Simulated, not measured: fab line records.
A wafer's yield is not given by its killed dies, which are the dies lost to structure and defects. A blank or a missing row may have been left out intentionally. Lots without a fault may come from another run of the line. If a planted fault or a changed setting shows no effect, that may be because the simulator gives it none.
Which tool is to blame? || flow nand-harc || Sampling: 6 lots, 17 wafers, 5 of 1302 route steps

WHAT THE GAUGES SHOWED, per wafer
NHARC_END_SORT_01.
{"lot": "L609", "measured": "day 25 02:41", "on": "prober-01", "killed-at-other": "0 1 2"}
{"lot": "L611", "measured": "day 25 02:41", "on": "prober-02", "killed-at-other": "1 1 1"}
{"lot": "L614", "measured": "day 26 00:31", "on": "prober-01", "killed-at-other": "648 645"}
{"lot": "L621", "measured": "day 30 04:30", "on": "prober-01", "killed-at-other": "0 1 0"}
{"lot": "L624", "measured": "day 31 08:24", "on": "prober-02", "killed-at-other": "0 1 0"}
{"lot": "L629", "measured": "day 34 12:41", "on": "prober-01", "killed-at-other": "1 2 1"}

WHICH TOOL RAN EACH LOT (tool, then ch and the chambers of the sampled wafers, then the start)
{"lot": "L609", "NHARC_THIN_TSV_ETCH_44": "rie-diel-06 ch 1,3, day 24 09:33", "NHARC_THIN_TSV_PVD_51": "pvd-sputter-03, day 24 12:20", "NHARC_THIN_TSV_CMP_21": "cmp-04 ch 0,1,2, day 24 13:37", "NHARC_THIN_TSV_DESCUM_35": "rie-diel-03 ch 0,1,2, day 24 15:20"}
{"lot": "L611", "NHARC_THIN_TSV_ETCH_44": "rie-diel-06 ch 0,2, day 24 14:04", "NHARC_THIN_TSV_PVD_51": "pvd-sputter-03, day 24 16:49", "NHARC_THIN_TSV_CMP_21": "cmp-02 ch 0,1,2, day 24 18:03", "NHARC_THIN_TSV_DESCUM_35": "rie-diel-06 ch 1,2,3, day 24 19:41"}
{"lot": "L614", "NHARC_THIN_TSV_ETCH_44": "rie-diel-06 ch 1, day 25 08:29", "NHARC_THIN_TSV_PVD_51": "pvd-sputter-03, day 25 11:13", "NHARC_THIN_TSV_CMP_21": "cmp-04 ch 1,3, day 25 12:35", "NHARC_THIN_TSV_DESCUM_35": "rie-diel-06 ch 0,2, day 25 14:10"}
{"lot": "L621", "NHARC_THIN_TSV_ETCH_44": "rie-diel-03 ch 1,2,3, day 29 14:59", "NHARC_THIN_TSV_PVD_51": "pvd-sputter-01, day 29 17:54", "NHARC_THIN_TSV_CMP_21": "cmp-04 ch 0,1,3, day 29 19:19", "NHARC_THIN_TSV_DESCUM_35": "rie-diel-06 ch 1,2, day 29 20:55"}
{"lot": "L624", "NHARC_THIN_TSV_ETCH_44": "rie-diel-06 ch 1,2, day 30 17:34", "NHARC_THIN_TSV_PVD_51": "pvd-sputter-01, day 30 20:23", "NHARC_THIN_TSV_CMP_21": "cmp-02 ch 1,2,3, day 30 21:55", "NHARC_THIN_TSV_DESCUM_35": "rie-diel-03 ch 1,3, day 30 23:31"}
{"lot": "L629", "NHARC_THIN_TSV_ETCH_44": "rie-diel-03 ch 2,3, day 33 20:13", "NHARC_THIN_TSV_PVD_51": "pvd-sputter-01, day 33 23:04", "NHARC_THIN_TSV_CMP_21": "cmp-02 ch 0,3, day 34 00:21", "NHARC_THIN_TSV_DESCUM_35": "rie-diel-06 ch 1,3, day 34 02:05"}
- NHARC_THIN_TSV_ETCH_44: etches the open film in CF4/O2, target depth 1594.2 nm, time 797.1 s.
- NHARC_THIN_TSV_PVD_51: deposits Cu, target thk 100 nm.
- NHARC_THIN_TSV_CMP_21: polishes, t overpolish 30 s, target thk 2000 nm.
- NHARC_THIN_TSV_DESCUM_35: chemistry O2, time 3 s.

THE ANSWER, worked out from the rows above alone
Rule: usual is defined by the lots themselves. Put in order of their means at a reading, lots are off if they are a third of the lots or fewer, leave a main group of 4 or more, and stand apart from it by a gap of 3 or more times the standard deviation of the main group's means; of several such gaps the widest counts. The tables above print the reading to a certain number of digits; a main group whose means all agree to those digits is not used. A lot without any number at a reading at which 4 lots or more have one is off too. Where the step has rows for the other lots, those lots are counted as sound.
Off at NHARC_END_SORT_01 (killed-at-other): L614. The main group has a mean of 0.8 with a standard deviation of 0.4.
A tool fits if, at a process step before that reading, it ran every lot that is off, and no sound lot after the first of them. The gauges at NHARC_END_SORT_01 are tried like those tools. One candidate fits, namely pvd-sputter-03 at NHARC_THIN_TSV_PVD_51. A fault onset in the window from L611 (day 24 16:49, its last sound lot) to L614 (day 25 11:13, its first lot off) fits.

WHAT WAS PUT IN BY THE SIMULATOR
Drift in process parameters on pvd-sputter-03 at NHARC_THIN_TSV_PVD_51, starting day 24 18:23. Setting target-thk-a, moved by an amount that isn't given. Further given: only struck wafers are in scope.
Shown lots that were struck: L614. The same result came from the rule above.
